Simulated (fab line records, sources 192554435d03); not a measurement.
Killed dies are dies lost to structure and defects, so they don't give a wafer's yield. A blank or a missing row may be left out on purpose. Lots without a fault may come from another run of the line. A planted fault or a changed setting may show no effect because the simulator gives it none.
Which tool did it? | flow n5_finfet | 24 lots, 72 wafers sampled, at 4 steps of a route of 1938

WHAT THE GAUGES READ, wafer by wafer
N5_WELL_APT_INSPECT_27: inspects for defects (macro).
lot  | measured    | on                | raw_defect_count
L074 | day 1 16:07 | defect_inspect-02 | 3 0 1
L075 | day 1 21:10 | defect_inspect-01 | 4 0 2
L076 | day 2 02:58 | defect_inspect-01 | 2 1 3
L077 | day 2 08:59 | defect_inspect-01 | 1 0 1
L078 | day 2 15:01 | defect_inspect-02 | 1 4 2
L079 | day 2 20:59 | defect_inspect-02 | 1 2 1
L080 | day 3 03:23 | defect_inspect-02 | 0 3 2
L081 | day 3 08:55 | defect_inspect-02 | 0 3 3
L082 | day 3 15:00 | defect_inspect-02 | 2 2 4
L083 | day 3 21:13 | defect_inspect-02 | 1 3 3
L084 | day 4 02:59 | defect_inspect-02 | 1 3 1
L085 | day 4 09:26 | defect_inspect-02 | 3 2 3
L086 | day 4 14:52 | defect_inspect-02 | 1 0 3
L087 | day 4 21:01 | defect_inspect-01 | 6 2 1
L088 | day 5 03:08 | defect_inspect-02 | 2 1 4
L089 | day 5 09:12 | defect_inspect-01 | 2 0 2
L090 | day 5 15:10 | defect_inspect-02 | 2 5 0
L091 | day 5 21:52 | defect_inspect-01 | 2 2 2
L092 | day 6 03:02 | defect_inspect-01 | 2 3 0
L093 | day 6 09:33 | defect_inspect-02 | 2 1 4
L094 | day 6 15:14 | defect_inspect-01 | 4 2 1
L095 | day 6 21:08 | defect_inspect-01 | 2 3 0
L096 | day 7 03:19 | defect_inspect-02 | 3 2 3
L097 | day 7 10:30 | defect_inspect-01 | 2 2 1

WHICH TOOL RAN EACH LOT (tool, then ch and the chambers of the sampled wafers, then the start)
lot  | N5_ZERO_LAYER_PECVD_02         | N5_ZERO_LAYER_ETCH_17             | N5_ZERO_LAYER_ETCH_18
L074 | pecvd-01 ch 1,2, day 1 12:17   | rie_diel-03 ch 1,3, day 1 12:43   | rie_si-03 ch 0,1,2, day 1 12:47
L075 | pecvd-01 ch 0,2, day 1 18:18   | rie_diel-01 ch 0,2,3, day 1 18:53 | rie_si-04 ch 1,2, day 1 18:58
L076 | pecvd-04 ch 0,1,2, day 2 00:17 | rie_diel-03 ch 0,2,3, day 2 00:43 | rie_si-04 ch 0,1,2, day 2 00:47
L077 | pecvd-04 ch 1,2, day 2 06:17   | rie_diel-01 ch 0,1, day 2 06:50   | rie_si-01 ch 0,1,3, day 2 06:55
L078 | pecvd-01 ch 1,2, day 2 12:18   | rie_diel-04 ch 0,1,2, day 2 12:52 | rie_si-03 ch 1,2, day 2 12:56
L079 | pecvd-02 ch 0,1, day 2 18:17   | rie_diel-03 ch 0,1,3, day 2 18:43 | rie_si-03 ch 0,2,3, day 2 18:47
L080 | pecvd-04 ch 0,2, day 3 00:18   | rie_diel-03 ch 0,3, day 3 01:05   | rie_si-03 ch 1,2,3, day 3 01:10
L081 | pecvd-01 ch 0,1,2, day 3 06:18 | rie_diel-03 ch 0,1,3, day 3 06:44 | rie_si-03 ch 0,1, day 3 06:48
L082 | pecvd-01 ch 0,1, day 3 12:18   | rie_diel-03 ch 1,2,3, day 3 12:52 | rie_si-01 ch 1,3, day 3 12:56
L083 | pecvd-01 ch 1,2, day 3 18:17   | rie_diel-04 ch 0,1, day 3 19:02   | rie_si-03 ch 0,1, day 3 19:07
L084 | pecvd-02 ch 0,1,2, day 4 00:17 | rie_diel-03 ch 1,2, day 4 00:50   | rie_si-04 ch 2,3, day 4 00:55
L085 | pecvd-02 ch 0,1,2, day 4 06:17 | rie_diel-03 ch 0,2,3, day 4 06:50 | rie_si-04 ch 1,3, day 4 06:55
L086 | pecvd-01 ch 0,1, day 4 12:18   | rie_diel-01 ch 0,2, day 4 12:52   | rie_si-01 ch 1,3, day 4 12:56
L087 | pecvd-02 ch 0,1,2, day 4 18:18 | rie_diel-04 ch 1,3, day 4 18:52   | rie_si-01 ch 0,2,3, day 4 18:56
L088 | pecvd-04 ch 0,2, day 5 00:17   | rie_diel-03 ch 0,1, day 5 00:50   | rie_si-03 ch 1,2,3, day 5 00:55
L089 | pecvd-02 ch 0,1,2, day 5 06:20 | rie_diel-04 ch 2,3, day 5 06:56   | rie_si-03 ch 2,3, day 5 07:00
L090 | pecvd-04 ch 0,1,2, day 5 12:28 | rie_diel-04 ch 1,3, day 5 13:02   | rie_si-01 ch 0,3, day 5 13:06
L091 | pecvd-02 ch 0,1, day 5 18:28   | rie_diel-01 ch 0,1,3, day 5 19:03 | rie_si-01 ch 1,2,3, day 5 19:07
L092 | pecvd-02 ch 0,1, day 6 00:19   | rie_diel-03 ch 1,2,3, day 6 00:52 | rie_si-01 ch 1,2, day 6 00:56
L093 | pecvd-04 ch 0,1,2, day 6 06:17 | rie_diel-01 ch 1,2,3, day 6 06:50 | rie_si-01 ch 0,2,3, day 6 06:55
L094 | pecvd-02 ch 0,2, day 6 12:28   | rie_diel-01 ch 1,2,3, day 6 13:12 | rie_si-01 ch 1,3, day 6 13:16
L095 | pecvd-02 ch 0,1,2, day 6 18:17 | rie_diel-03 ch 1,2,3, day 6 18:51 | rie_si-01 ch 0,1,2, day 6 18:55
L096 | pecvd-02 ch 0,1,2, day 7 00:17 | rie_diel-01 ch 1,2, day 7 01:11   | rie_si-01 ch 1,3, day 7 01:15
L097 | pecvd-04 ch 0,1, day 7 06:17   | rie_diel-01 ch 0,1,3, day 7 06:53 | rie_si-01 ch 0,1,2, day 7 06:58
- N5_ZERO_LAYER_PECVD_02: deposits SiO2 from SiH4/N2O, target thk 10 nm, time 6 s.
- N5_ZERO_LAYER_ETCH_17: etches SiO2 in CF4, target depth 12 nm, time 13.3 s.
- N5_ZERO_LAYER_ETCH_18: etches Si in HBr/Cl2, target depth 120 nm, time 40 s.

WHAT THE TOOLS THEMSELVES READ (means of the sampled wafers that have a number; where no wafer has one, the mark that the record gives instead)
N5_ZERO_LAYER_PECVD_02.
lot  | tool     | heater_power_w (W) | showerhead_plenum_p_Torr (Torr)
L074 | pecvd-01 | 697                | 8.11
L075 | pecvd-01 | 765                | 8.30
L076 | pecvd-04 | 692                | 8.23
L077 | pecvd-04 | 693                | 8.18
L078 | pecvd-01 | 670                | 8.09
L079 | pecvd-02 | 904                | 8.19
L080 | pecvd-04 | 646                | 8.30
L081 | pecvd-01 | 722                | 8.21
L082 | pecvd-01 | 776                | 8.24
L083 | pecvd-01 | 794                | 8.18
L084 | pecvd-02 | 790                | 8.10
L085 | pecvd-02 | 832                | 8.10
L086 | pecvd-01 | 673                | 8.11
L087 | pecvd-02 | 806                | 8.11
L088 | pecvd-04 | 730                | 8.21
L089 | pecvd-02 | 808                | 8.12
L090 | pecvd-04 | 689                | 8.24
L091 | pecvd-02 | 730                | 8.14
L092 | pecvd-02 | 772                | 8.14
L093 | pecvd-04 | 685                | 8.22
L094 | pecvd-02 | 731                | 8.03
L095 | pecvd-02 | 834                | 8.11
L096 | pecvd-02 | 765                | 8.10
L097 | pecvd-04 | 608                | 8.33

N5_ZERO_LAYER_ETCH_17.
lot  | tool        | bias_w (W) | cf4_flow_sccm (sccm) | drypump_motor_current_A (A) | oes_product_au (a.u.) | rf_vpp_V (V) | showerhead_plenum_p_Torr (Torr) | throttle_valve_pct (%)
L074 | rie_diel-03 | 215.4      | 99.94                | 5.7                         | 0.71                  | 952          | 2.17                            | 15.59
L075 | rie_diel-01 | 215.0      | 99.95                | 5.7                         | 0.76                  | 950          | 2.16                            | 15.67
L076 | rie_diel-03 | 215.1      | 99.91                | 6.5                         | 0.80                  | 948          | 2.12                            | 15.53
L077 | rie_diel-01 | 215.4      | 99.62                | 5.1                         | 0.77                  | 946          | 2.10                            | 15.66
L078 | rie_diel-04 | 214.9      | 99.97                | 5.5                         | 0.74                  | 951          | 2.18                            | 15.51
L079 | rie_diel-03 | 214.8      | 99.94                | 6.1                         | 0.85                  | 949          | 2.16                            | 15.34
L080 | rie_diel-03 | 214.5      | 100.05               | 6.4                         | 0.81                  | 950          | 2.15                            | 15.44
L081 | rie_diel-03 | 215.3      | 100.12               | 6.1                         | 0.84                  | 950          | 2.16                            | 15.35
L082 | rie_diel-03 | 214.6      | 99.85                | 6.2                         | 0.82                  | 947          | 2.13                            | 15.47
L083 | rie_diel-04 | 214.3      | 100.05               | 5.2                         | 0.75                  | 955          | 2.22                            | 15.47
L084 | rie_diel-03 | 214.9      | 99.92                | 6.2                         | 0.83                  | 946          | 2.10                            | 15.49
L085 | rie_diel-03 | 214.4      | 99.94                | 6.5                         | 0.79                  | 948          | 2.11                            | 15.57
L086 | rie_diel-01 | 214.7      | 99.77                | 5.5                         | 0.80                  | 950          | 2.17                            | 15.61
L087 | rie_diel-04 | 214.5      | 100.11               | 5.4                         | 0.80                  | 952          | 2.19                            | 15.46
L088 | rie_diel-03 | 215.3      | 100.19               | 6.0                         | 0.84                  | 951          | 2.17                            | 15.28
L089 | rie_diel-04 | 214.6      | 100.13               | 6.7                         | 0.81                  | 946          | 2.10                            | 15.56
L090 | rie_diel-04 | 215.5      | 100.47               | 5.4                         | 0.80                  | 952          | 2.19                            | 15.46
L091 | rie_diel-01 | 214.3      | 100.01               | 5.6                         | 0.81                  | 947          | 2.11                            | 15.65
L092 | rie_diel-03 | 214.4      | 100.03               | 6.1                         | 0.80                  | 947          | 2.12                            | 15.50
L093 | rie_diel-01 | 214.2      | 100.16               | 5.5                         | 0.78                  | 946          | 2.10                            | 15.54
L094 | rie_diel-01 | 215.7      | 99.95                | 5.5                         | 0.77                  | 946          | 2.10                            | 15.55
L095 | rie_diel-03 | 215.0      | 99.89                | 6.1                         | 0.80                  | 948          | 2.12                            | 15.51
L096 | rie_diel-01 | 215.7      | 100.03               | 5.1                         | 0.72                  | 947          | 2.11                            | 15.51
L097 | rie_diel-01 | 215.6      | 99.66                | 5.6                         | 0.80                  | 946          | 2.11                            | 15.67

N5_ZERO_LAYER_ETCH_18.
lot  | tool      | bias_w (W) | drypump_motor_current_A (A) | oes_product_au (a.u.) | throttle_valve_pct (%)
L074 | rie_si-03 | 75.03      | 5.3                         | 1.013                 | 36.5
L075 | rie_si-04 | 74.93      | 6.0                         | 0.978                 | 36.4
L076 | rie_si-04 | 74.79      | 5.8                         | 0.984                 | 36.4
L077 | rie_si-01 | 75.13      | 5.8                         | 0.999                 | 36.2
L078 | rie_si-03 | 74.81      | 5.1                         | 1.029                 | 36.6
L079 | rie_si-03 | 74.99      | 5.2                         | 1.014                 | 36.6
L080 | rie_si-03 | 75.16      | 5.2                         | 1.012                 | 36.3
L081 | rie_si-03 | 74.92      | 5.6                         | 1.003                 | 36.4
L082 | rie_si-01 | 75.13      | 6.0                         | 0.988                 | 36.3
L083 | rie_si-03 | 75.05      | 5.5                         | 1.007                 | 36.1
L084 | rie_si-04 | 75.09      | 5.9                         | 1.000                 | 36.7
L085 | rie_si-04 | 75.16      | 5.3                         | 0.999                 | 36.4
L086 | rie_si-01 | 75.06      | 5.3                         | 0.988                 | 36.2
L087 | rie_si-01 | 75.09      | 6.1                         | 1.003                 | 36.3
L088 | rie_si-03 | 74.89      | 5.2                         | 1.014                 | 36.5
L089 | rie_si-03 | 75.09      | 5.0                         | 1.025                 | 36.8
L090 | rie_si-01 | 74.88      | 6.3                         | 1.011                 | 36.1
L091 | rie_si-01 | 74.96      | 5.6                         | 0.997                 | 36.3
L092 | rie_si-01 | 75.03      | 5.0                         | 0.995                 | 36.3
L093 | rie_si-01 | 75.00      | 6.1                         | 1.010                 | 36.3
L094 | rie_si-01 | 75.00      | 6.0                         | 0.979                 | 36.3
L095 | rie_si-01 | 75.15      | 5.5                         | 1.011                 | 36.2
L096 | rie_si-01 | 74.80      | 5.4                         | 0.989                 | 36.2
L097 | rie_si-01 | 74.89      | 5.5                         | 1.013                 | 36.2

THE ANSWER, worked out from the rows above alone
Rule: what is usual is taken from the lots themselves. Put in order of their means at a reading, lots are off if they are a third of the lots or fewer, leave a main group of 4 or more, and stand apart from it by a gap of 3 or more times the standard deviation of the main group's means; of several such gaps the widest counts. A main group whose means are all the same, to the digits that the tables above print for the reading, isn't used. A lot without any number at a reading at which 4 lots or more have one is off too. The other lots that the step has rows for count as sound. The gauges are gone through in route order, then the tools' own readings, and for those a lot's mean is taken as printed above. The first step at which some lot is off is used, and at that step the reading that is off furthest; a lot without a number counts as furthest.
No lot is off at any reading shown: from this, nothing can be told.

WHAT THE SIMULATOR HAD PUT IN
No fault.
